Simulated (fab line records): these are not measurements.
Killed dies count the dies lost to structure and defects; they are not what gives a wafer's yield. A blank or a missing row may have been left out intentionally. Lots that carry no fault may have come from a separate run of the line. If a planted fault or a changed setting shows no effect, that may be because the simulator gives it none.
Struck lot and sound lot, side by side | flow n5-finfet | 38 out of 1938 route steps
Sound: wafers L950.2, L950.3, L950.6. Wafers L937.2, L937.4, L937.5 were the ones struck. Last of all comes the cause.
For every step that has rows: the tool of each side, followed by ch and its chambers, followed by its first start. Under that, the readings that differ: sound wafers | struck wafers | difference of the means | sigmas: that difference in standard deviations of wafers without a fault.
alike: same words and numbers on both sides, and readings whose means sit less than 2 such deviations apart. not compared: any withheld reading, any reading some wafer has no value for, any bound like >300 that may hide the same value, and any number with overlapping values for which the record gives no deviation.
Wherever a step has rows on one side only, a row that says differs or no value, or a row with sigmas, the two part there. Numbers that have no deviation but don't overlap get no sigmas and don't part them. Lack of a reading on every wafer of one side parts them only where that side has two or more wafers.

first, 9 steps without rows for these wafers: N5_BEOL_M6_DESCUM_33 (chemistry O2, time 7 s); N5_BEOL_M6_ETCH_72 (etches underlayer in N2/H2, target depth 6.5 nm, time 5.2 s); N5_BEOL_M6_ETCH_65 (etches SiARC in CF4, target depth 15.6 nm, time 26 s); N5_BEOL_M6_ETCH_66 (etches SOC in N2/H2, target depth 80 nm, overetch 16 nm, time 120 s); N5_BEOL_M6_STRIP_69 (strips in N2/H2); N5_BEOL_M6_STRIP_73 (strips in N2/H2); N5_BEOL_M6_VIA_ETCH_34 (etches SiCOH lowk in C4F6/O2, target depth 126.3 nm, time 50.9 s); N5_BEOL_M6_STRIP_76 (strips in C4F6/O2); N5_BEOL_M6_STRIP_36 (strips in N2/H2).
N5_BEOL_M6_TRENCH_ETCH_37: etches SiCOH lowk in C4F6/O2, target depth 94.435 nm, time 31.5 s.
  sound on rie-diel-06 ch 0,1,2, day 14 02:01; struck on rie-diel-06 ch 0,2,3, day 10 09:43
  reading                             | sound             | struck            | difference | sigmas
  oes_f_703_au (a.u.)                 | 0.70 0.73 0.77    | 0.61 0.63 0.56    | -0.13      | -2
  rf-fwd-power-W (W)                  | 341.0 340.7 341.0 | 278.1 277.5 277.4 | -63.2      | -33
  rf-vpp-V (V)                        | 650 677 672       | 747 744 720       | +71        | +8
  model.BEOL_M6.feature-depth-nm (nm) | 92.6 93.8 95.6    | 86.6 90 88.4      | -5.7       |
  model.etch.depth-nm (nm)            | 92.58 93.83 95.52 | 86.66 90.09 88.47 | -5.57      |
  alike: drypump-motor-current-A, oes-product-au, showerhead-plenum-p-Torr, throttle-valve-pct
  not compared: rf-hours-counter-h
then, 2 steps without rows for these wafers: N5_BEOL_M6_ETCH_41 (etches SiCN in CH3F/O2, target depth 29.7 nm, time 52 s); N5_BEOL_M6_STRIP_80 (strips in N2/H2, time 10 s).
N5_BEOL_M6_OCD_MEAS_38:
  sound on ocd-01, day 14 02:10; struck on ocd-01, day 10 09:53
  reading              | sound          | struck         | difference | sigmas
  trench-depth-nm (nm) | 92.9 94.1 95.6 | 86.6 89.8 88.3 | -6.0       | -4
then, 13 steps without rows for these wafers: N5_BEOL_M6_HM_STRIP_39 (strips TiN in peroxide tin strip, target depth 25 nm, time 158 s); N5_BEOL_M6_SRD_40 (time 30 s); N5_BEOL_M6_PRECLEAN_42 (cleans in residue remover, time 60 s); N5_BEOL_M6_SRD_43 (time 30 s); N5_BEOL_M6_CURE_75 (cures SiCOH lowk, time 120 s); N5_BEOL_M6_DEGAS_44 (time 60 s); N5_BEOL_M6_PRE_CLEAN_45 (time 30 s); N5_BEOL_M6_ALD_77 (deposits TaN, target thk 2 nm, pulse time 2 s, purge time 3 s); N5_BEOL_M6_SURFACE_TREAT_79; N5_BEOL_M6_CVD_78 (deposits Co from CCTBA/H2, target thk 2 nm, time 142.3 s); N5_BEOL_M6_SPUTTER_48 (material Cu, target thk 10 nm, time 1.667 s); N5_BEOL_M6_ECD_50 (material Cu, target thk 300 nm); N5_BEOL_M6_ANNEAL_51 (time 90 s).
N5_BEOL_M6_CMP_52: polishes, stops on SiCOH lowk, t overpolish 6.9 s, target thk 80 nm.
  sound on cmp-02 ch 0,1, day 14 05:42; struck on cmp-02 ch 0,2, day 10 11:52
  reading                                | sound      | struck       | difference | sigmas
  model.Cu_of_BEOL_M6_ECD_50.thk-nm (nm) | 79.4 79 82 | 70.8 76 73.6 | -6.7       |
  alike: barrier-field-endpoint-s, motor-current-A, overpolish-run-s, time-to-endpoint-s
N5_BEOL_M6_THK_MEAS_53: measures by xrf.
  sound on film-metro-01, day 14 05:59; struck on film-metro-01, day 10 12:10
  reading     | sound          | struck         | difference | sigmas
  M6_THK (nm) | 80.1 79.9 83.1 | 71.8 76.8 74.9 | -6.5       | -3
then, 2 steps without rows for these wafers: N5_BEOL_M6_PRE_CLEAN_55 (time 15 s); N5_BEOL_M6_DEP_56 (deposits SiCN from 3MS/NH3, target thk 10 nm, time 17.5 s).
N5_BEOL_M6_RS_MEAS_57: a four-point-probe measurement.
  sound on film-metro-01, day 14 06:07; struck on film-metro-02, day 10 12:18
  reading        | sound             | struck            | difference | sigmas
  M6_RS (ohm/sq) | 0.289 0.290 0.277 | 0.330 0.303 0.316 | +0.031     | +4
then, 5 steps without rows for these wafers: N5_BEOL_M7_ILD_DEP_00 (deposits SiCOH lowk from DEMS/porogen, target thk 179.75 nm, time 33.4 s); N5_BEOL_M7_CURE_74 (cures SiCOH lowk, time 240 s); N5_BEOL_M7_PECVD_70 (deposits SiO2 from TEOS/O2, target thk 20 nm, time 22.7 s); N5_BEOL_M7_HM_DEP_02 (deposits TiN, target thk 20 nm); N5_BEOL_M7_COAT_59 (time 60 s, resist thk 100 nm).
-- a jump in the record: the struck wafers' starts before and after are 3 days apart (it breaks off in module BEOL_M7 and resumes in module BEOL_M15, where the first step shown is number 1830 of the route) --
N5_BEOL_M15_RC_MEAS_101:
  sound on prober-02 ch 0, day 17 01:23; struck on prober-01 ch 0, day 13 13:57
  reading          | sound                 | struck                  | difference | sigmas
  COMB_M9 (S/m)    | 1e-11 1.3e-11 1.3e-11 | 1.9e-11 1.5e-11 2.1e-11 | +6.3e-12   | +2
  SERP_M6 (ohm/um) | 13.6 14.1 12.9        | 16.5 15.8 16.0          | +2.6       | +4
  alike: etest-temp-c, COMB_M10, COMB_M11, COMB_M12, COMB_M13, COMB_M14, COMB_M15, COMB_M5, COMB_M6, COMB_M7, COMB_M8, COMB_M9_max_site, SERP_M10, SERP_M11, SERP_M12, SERP_M13, SERP_M13_max_site, SERP_M14, SERP_M5, SERP_M7, SERP_M7_max_site, SERP_M8, SERP_M9, SERP_M9_max_site
then, 1 step without rows for these wafers: N5_PASSIVATION_PROBE_49.

WHERE THEY PART
At N5_BEOL_M6_TRENCH_ETCH_37 first; at N5_BEOL_M15_RC_MEAS_101 last (within this record only).

WHY: whatever the simulator had introduced
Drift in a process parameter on rie-diel-06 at N5_BEOL_M6_TRENCH_ETCH_37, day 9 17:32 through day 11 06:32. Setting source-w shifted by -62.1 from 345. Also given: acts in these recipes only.
